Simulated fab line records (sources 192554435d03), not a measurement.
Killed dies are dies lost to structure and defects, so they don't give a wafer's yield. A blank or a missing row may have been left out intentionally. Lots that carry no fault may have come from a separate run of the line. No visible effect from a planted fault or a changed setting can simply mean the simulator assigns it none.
Chamber matching	flow n5 finfet	N5_BEOL_M0_SAQP_SPACER1_ETCHBACK_99 on rie diel-03 has 4 sister chambers
The step etches SiO2 in CHF3/O2, target depth 15.4 nm, time 7.7 s. 14 wafers are shown with their chamber, then 7 later ones without.

EACH WAFER AND ITS CHAMBER
wafer	chamber	showerhead plenum p Torr (Torr)	rf vpp V (V)	oes product au (a.u.)
L076.3	0	2.48	538	0.74
L076.4	1	2.38	524	0.68
L076.5	0	2.48	539	0.73
L081.2	3	2.47	540	0.86
L081.3	1	2.38	524	0.68
L081.4	2	2.46	534	0.68
L085.3	2	2.46	532	0.67
L085.4	2	2.46	532	0.68
L085.6	0	2.47	538	0.72
L091.2	2	2.46	532	0.67
L091.4	1	2.37	521	0.95
L091.6	3	2.46	541	0.83
L094.1	0	2.47	538	0.71
L094.2	1	2.37	524	0.94

SIGNATURES (averages over the wafers above)
reading	chamber 0	chamber 1	chamber 2	chamber 3	scatter within a chamber
showerhead plenum p Torr	2.4750	2.3750	2.4600	2.4650	0.005
rf vpp V	538.25	523.25	532.50	540.50	1.05
oes product au	0.7250	0.8125	0.6750	0.8450	0.0845
Rule: for each reading, subtract the chamber's mean from the wafer's reading, divide by that reading's scatter and square the result; add these up over the readings and take the root, which gives the wafer's distance from the chamber. If the next closest chamber is less than 2 further off than the closest, the wafer can't be placed; otherwise it belongs to the closest. The scatter: take each reading less its chamber's mean, square it, sum over the shown wafers, divide by the number of wafers less the number of chambers, and take the root.

WAFERS WITH NO CHAMBER GIVEN
wafer	showerhead plenum p Torr (Torr)	rf vpp V (V)	oes product au (a.u.)
L094.6	2.37	523	0.93
L095.2	2.37	522	0.93
L095.3	2.47	538	0.72
L095.6	2.47	538	0.72
L096.1	2.37	524	0.93
L096.2	2.45	538	0.81
L096.4	2.37	523	0.93

WHICH CHAMBER EACH WENT THROUGH
wafer	from the rows above	in truth
L094.6	1	1
L095.2	1	1
L095.3	can't be placed: 0 or 3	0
L095.6	can't be placed: 0 or 3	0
L096.1	1	1
L096.2	can't be placed: 3 or 0 or 2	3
L096.4	1	1
Correct placement for 4 of the 7. Cannot be placed on the basis of these rows: 3; the candidates contain the true chamber in 3. 0 placed wrongly.
